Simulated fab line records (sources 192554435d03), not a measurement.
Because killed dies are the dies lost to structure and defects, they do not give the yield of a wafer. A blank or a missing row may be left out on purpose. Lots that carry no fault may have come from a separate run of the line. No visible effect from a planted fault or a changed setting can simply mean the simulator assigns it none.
fab line records	flow n5Finfet	part 2 of 2: steps 5 to 6 of 6
[record] lots = 24	wafers = 72	lastDay = 18
route steps=1938 shown BEOL_M9@1423 BEOL_M10@1471
lots with no fault: from the same line, run without faults
startH: start of the lot's first displayed wafer, in hours after the record's first day	waitH: time in hours since the lot's previous step	" identical to the entry in the row above	L1.1+2: one row covering several wafers at once	- value missing, or start not given	* or withheld: withheld	< > ~ a bound
route shown NAME@n: a module of which the file shows steps, and the number in the route of the first	usual: mean and standard deviation over wafers with no fault	same: alike in all rows	chamber/n: place in a boat	sites: readings site by site	_std_site: standard deviation across them	_edge_site: inner sites' mean taken away from outer sites' mean	radiusMm: how far each site lies from the wafer's centre	mask NAME#n: copy n	behind: the last tool/chamber to shape the wafer	hold: the reason the lot was held/the length of the hold in hours/how it ended	device: transistor that didn't switch, given as n, p or np	end of line: tests of these same wafers at the route's end	step lacking rows: just its recipe	killed: dies that structure and defects cost at the first sort, which is not the same as the wafer's yield	map: the dies of a wafer, with x for killed, . for not killed, _ for no die there
set.NAME: the setting that was run; set.NAME@STEP: the one run at that earlier step	model.NAME: the simulator's own value behind a step, which no gauge read
route steps across a sampled set of lots; one table per step, one row per wafer
services: when a tool's chamber went out of use (startH, in hours from the record's first day, below 0 if earlier), for how many hours, and the reason
[[steps]]
[step N5_BEOL_M10_CURE_71]
[recipe] tempC = 385	timeS = 240	ambient = He/Ar	material = SiCOH_lowk
[usual] lampPowerPct = 52.31/0.052	wafer_temp_C_max = 387.1/0.83
lot.wafer	tool	chamber	startH	waitH	lampPowerPct	wafer_temp_C_max
L074.3	uvCure-03	1	218.02	0.2	52.19	386.7
L074.4	"	1	"	"	52.25	387.3
L074.6	"	1	"	"	52.39	387.2
L075.1	uvCure-02	2	228.47	0.0	52.35	387.0
L075.3	"	2	"	"	52.27	387.1
L075.5	"	2	"	"	52.23	387.2
L076.3	uvCure-02	0	235.92	0.2	52.25	388.8
L076.5	"	0	"	"	52.30	387.2
L076.6	"	0	"	"	52.28	388.1
L077.1	uvCure-01	0	238.05	0.1	52.29	385.9
L077.2	"	0	"	"	52.33	385.8
L077.6	"	0	"	"	52.29	385.9
L078.3	uvCure-02	0	240.65	0.2	52.23	387.6
L078.5	"	0	"	"	52.39	387.5
L078.6	"	0	"	"	52.28	388.3
L081.1	uvCure-02	2	264.32	0.0	52.32	386.4
L081.3	"	2	"	"	52.30	387.6
L081.6	"	2	"	"	52.21	387.5
L080.1	uvCure-03	2	265.44	0.0	52.33	387.3
L080.2	"	2	"	"	52.32	387.9
L080.3	"	2	"	"	52.26	386.8
L082.4	uvCure-03	0	278.61	0.3	52.26	387.1
L082.5	"	0	"	"	52.40	387.8
L082.6	"	0	"	"	52.26	388.2
L083.3	uvCure-01	0	285.23	0.2	52.35	385.9
L083.4	"	0	"	"	52.37	386.2
L083.6	"	0	"	"	52.37	385.7
L084.1	uvCure-01	2	292.54	0.0	52.23	387.1
L084.4	"	2	"	"	52.33	387.8
L084.6	"	2	"	"	52.24	387.6
L079.2	uvCure-02	0	300.98	0.1	52.26	387.9
L079.3	"	0	"	"	52.33	387.5
L079.6	"	0	"	"	52.22	388.6
L085.2	uvCure-02	1	304.71	0.2	52.30	385.3
L085.3	"	1	"	"	52.33	385.7
L085.4	"	1	"	"	52.31	385.9
L087.1	uvCure-01	0	305.26	0.2	52.30	386.0
L087.4	"	0	"	"	52.31	385.9
L087.5	"	0	"	"	52.26	386.1
L086.1	uvCure-03	2	305.38	0.0	52.25	387.0
L086.2	"	2	"	"	52.32	388.0
L086.3	"	2	"	"	52.35	388.0
L089.3	uvCure-03	2	320.74	0.2	52.28	387.1
L089.4	"	2	"	"	52.33	387.4
L089.6	"	2	"	"	52.32	387.5
L088.1	uvCure-03	2	325.60	0.0	52.35	388.3
L088.3	"	2	"	"	52.29	387.6
L088.6	"	2	"	"	52.28	386.9
L091.2	uvCure-03	2	333.27	0.1	52.28	388.1
L091.4	"	2	"	"	52.26	388.3
L091.5	"	2	"	"	52.26	387.2
L090.2	uvCure-01	1	333.72	0.1	52.29	387.1
L090.4	"	1	"	"	52.35	387.3
L090.6	"	1	"	"	52.30	387.4
L093.2	uvCure-03	2	333.87	0.1	52.32	386.7
L093.4	"	2	"	"	52.32	388.1
L093.5	"	2	"	"	52.24	387.9
L096.2	uvCure-02	2	370.14	0.1	52.33	386.5
L096.4	"	2	"	"	52.26	386.2
L096.6	"	2	"	"	52.30	386.4
L092.1	uvCure-03	1	372.61	0.0	52.49	387.0
L092.2	"	1	"	"	52.18	386.5
L092.5	"	1	"	"	52.38	386.3
L097.2	uvCure-02	2	375.29	0.1	52.29	386.2
L097.3	"	2	"	"	52.35	387.0
L097.5	"	2	"	"	52.35	386.2
L094.3	uvCure-03	1	376.32	0.2	52.21	386.4
L094.4	"	1	"	"	52.40	386.3
L094.5	"	1	"	"	52.27	386.0
L095.2	uvCure-01	1	376.81	0.2	52.37	387.8
L095.3	"	1	"	"	52.22	387.1
L095.5	"	1	"	"	52.40	386.9
[step N5_BEOL_M10_STRIP_67]
[recipe] chemistry = CF4	resist = SiARC	powerW = 300	biasPowerW = 75	pressureMtorr = 50	cf4FlowSccm = 150	rfFrequencyHz = 6e+07
[usual] drypumpMotorCurrentA = 5.6/0.46	oesProductAu = 0.77/0.064	rfVppV = 270.7/1.5	showerheadPlenumPTorr = 1.78/0.051	throttleValvePct = 13.59/0.17
lot.wafer	tool	chamber	startH	waitH	drypumpMotorCurrentA	oesProductAu	rfHoursCounterH	rfVppV	showerheadPlenumPTorr	throttleValvePct
L074.3	rieDiel-04	0	219.54	0.0	6.1	0.85	53	271.8	1.77	13.55
L074.4	"	2	"	"	4.7	0.86	58	272.1	1.82	13.32
L074.6	"	1	"	"	5.4	0.75	-	270.3	1.73	13.62
L075.1	rieDiel-01	2	231.08	0.0	5.6	0.75	145	273.2	1.79	13.60
L075.3	"	0	"	"	6.2	0.82	84	270.9	1.76	13.66
L075.5	"	0	"	"	6.2	0.81	-	269.0	1.76	13.65
L076.3	rieDiel-02	2	238.38	0.0	5.7	0.84	67	270.2	1.75	13.64
L076.5	"	2	"	"	5.7	0.85	-	269.7	1.75	13.64
L076.6	"	3	"	"	5.9	0.74	-	273.0	1.86	13.33
L077.1	rieDiel-02	0	241.55	0.0	5.2	0.70	218	272.2	1.78	13.81
L077.2	"	1	"	"	6.1	0.73	165	271.0	1.72	13.74
L077.6	"	3	"	"	5.9	0.74	-	272.4	1.86	13.34
L078.3	rieDiel-04	1	242.45	0.0	5.3	0.75	163	269.8	1.73	13.63
L078.5	"	1	"	"	5.4	0.75	-	270.5	1.73	13.64
L078.6	"	0	"	"	6.1	0.83	-	271.1	1.77	13.56
L081.1	rieDiel-02	3	266.30	0.0	5.9	0.74	168	273.3	1.85	13.37
L081.3	"	0	"	"	5.2	0.69	226	270.8	1.78	13.81
L081.6	"	2	"	"	5.7	0.83	-	271.3	1.74	13.67
L080.1	rieDiel-04	2	268.72	0.0	4.7	0.84	78	270.8	1.81	13.38
L080.2	"	3	"	"	5.5	0.81	79	272.2	1.81	13.52
L080.3	"	0	"	"	6.1	0.82	73	269.7	1.76	13.58
L082.4	rieDiel-04	3	279.80	0.0	5.5	0.81	-	270.2	1.81	13.52
L082.5	"	2	"	"	4.7	0.83	-	274.7	1.81	13.38
L082.6	"	0	"	"	6.1	0.81	-	270.3	1.76	13.58
L083.3	rieDiel-01	3	286.49	0.0	6.2	0.75	154	271.1	1.72	13.56
L083.4	"	0	"	"	6.2	0.79	104	270.3	1.75	13.71
L083.6	"	3	"	"	6.1	0.75	-	268.5	1.72	13.58
L084.1	rieDiel-04	0	295.32	0.0	6.1	0.81	80	271.7	1.76	13.61
L084.4	"	3	"	"	5.5	0.81	86	271.1	1.81	13.53
L084.6	"	1	"	"	5.4	0.74	-	269.6	1.72	13.66
L079.2	rieDiel-04	3	303.12	0.0	5.5	0.81	88	273.7	1.81	13.54
L079.3	"	0	"	"	6.1	0.80	82	269.3	1.76	13.61
L079.6	"	2	"	"	4.7	0.82	-	271.6	1.81	13.40
L085.2	rieDiel-02	0	306.54	0.0	5.2	0.68	238	270.6	1.77	13.84
L085.3	"	1	"	"	6.1	0.72	185	268.6	1.72	13.79
L085.4	"	2	"	"	5.7	0.82	88	270.3	1.74	13.67
L087.1	rieDiel-04	1	308.63	0.0	5.4	0.74	180	268.1	1.72	13.67
L087.4	"	3	"	"	5.5	0.80	91	270.9	1.81	13.55
L087.5	"	1	"	"	5.4	0.74	-	269.6	1.72	13.67
L086.1	rieDiel-01	0	308.64	0.0	6.2	0.78	113	269.6	1.75	13.69
L086.2	"	2	"	"	5.7	0.73	166	270.2	1.79	13.65
L086.3	"	1	"	"	5.0	0.84	45	273.3	1.88	13.38
L089.3	rieDiel-02	1	324.23	0.0	6.1	0.72	192	269.4	1.71	13.81
L089.4	"	0	"	"	5.2	0.67	243	270.0	1.77	13.87
L089.6	"	3	"	"	5.9	0.73	-	270.3	1.85	13.40
L088.1	rieDiel-02	2	331.44	0.0	5.7	0.81	98	268.5	1.74	13.70
L088.3	"	3	"	"	5.9	0.72	187	271.0	1.85	13.40
L088.6	"	0	"	"	5.2	0.68	-	271.1	1.77	13.85
L091.2	rieDiel-02	1	336.82	0.0	6.1	0.72	195	269.8	1.71	13.80
L091.4	"	3	"	"	5.9	0.72	188	271.8	1.85	13.41
L091.5	"	3	"	"	5.9	0.72	-	270.6	1.85	13.40
L090.2	rieDiel-01	3	337.14	0.0	6.2	0.73	167	270.1	1.71	13.60
L090.4	"	1	"	"	5.0	0.83	54	274.3	1.88	13.41
L090.6	"	3	"	"	6.2	0.74	-	268.7	1.71	13.58
L093.2	rieDiel-04	1	337.63	0.0	5.4	0.73	187	269.9	1.72	13.70
L093.4	"	3	"	"	5.5	0.79	99	271.0	1.81	13.58
L093.5	"	1	"	"	5.4	0.73	-	269.2	1.72	13.71
L096.2	rieDiel-02	1	372.13	0.0	6.1	0.71	208	269.4	1.71	13.83
L096.4	"	2	"	"	5.7	0.80	-	270.3	1.74	13.74
L096.6	"	3	"	"	5.9	0.71	-	271.1	1.85	13.44
L092.1	rieDiel-01	3	374.80	0.0	6.2	0.73	180	269.6	1.71	13.62
L092.2	"	1	"	"	5.0	0.82	68	272.6	1.87	13.44
L092.5	"	0	"	"	6.2	0.77	-	272.1	1.74	13.76
L097.2	rieDiel-02	0	377.90	0.0	5.2	0.98	1	270.4	1.77	13.33
L097.3	"	2	"	"	5.7	0.79	115	270.4	1.73	13.75
L097.5	"	1	"	"	6.1	0.71	-	269.0	1.71	13.85
L094.3	rieDiel-02	3	378.20	0.0	5.9	0.71	204	273.2	1.84	13.46
L094.4	"	2	"	"	5.7	0.79	116	268.0	1.73	13.73
L094.5	"	2	"	"	5.7	0.80	-	268.2	1.73	13.76
L095.2	rieDiel-02	2	378.54	0.0	5.7	0.79	116	269.9	1.73	13.74
L095.3	"	3	"	"	5.9	0.71	204	273.2	1.84	13.43
L095.5	"	1	"	"	6.1	0.71	-	269.0	1.71	13.86
[[services]]
tool	chamber	startH	hours	kind
rieDiel-04	3	198.02	17.3	repair
rieDiel-05	3	199.25	6.7	repair
rieDiel-05	-	215.61	0.7	repair
rieDiel-02	2	220.41	6.5	repair
uvCure-01	-	238.74	3.4	pm
rieDiel-05	3	239.24	9.6	repair
rieDiel-06	2	252.13	10.8	repair
rieDiel-06	0	256.55	7.3	repair
rieDiel-06	1	257.61	3.4	repair
rieDiel-03	1	264.32	8.9	repair
rieDiel-05	-	264.84	14.6	pm
uvCure-02	-	271.07	1.5	repair
pvdSputter-01	-	272.12	7.8	repair
uvCure-03	-	290.46	0.3	repair
rieDiel-06	3	291.33	1.9	repair
uvCure-01	-	305.86	2.8	pm
rieDiel-05	1	312.03	4.2	repair
rieDiel-05	-	329.63	7.5	repair
pvdSputter-01	-	353.12	1.8	repair
uvCure-01	-	357.97	2.7	repair
rieDiel-05	3	365.69	3.9	repair
uvCure-01	-	365.97	0.2	repair
rieDiel-06	0	369.06	18.3	repair
uvCure-02	-	376.00	3.4	pm
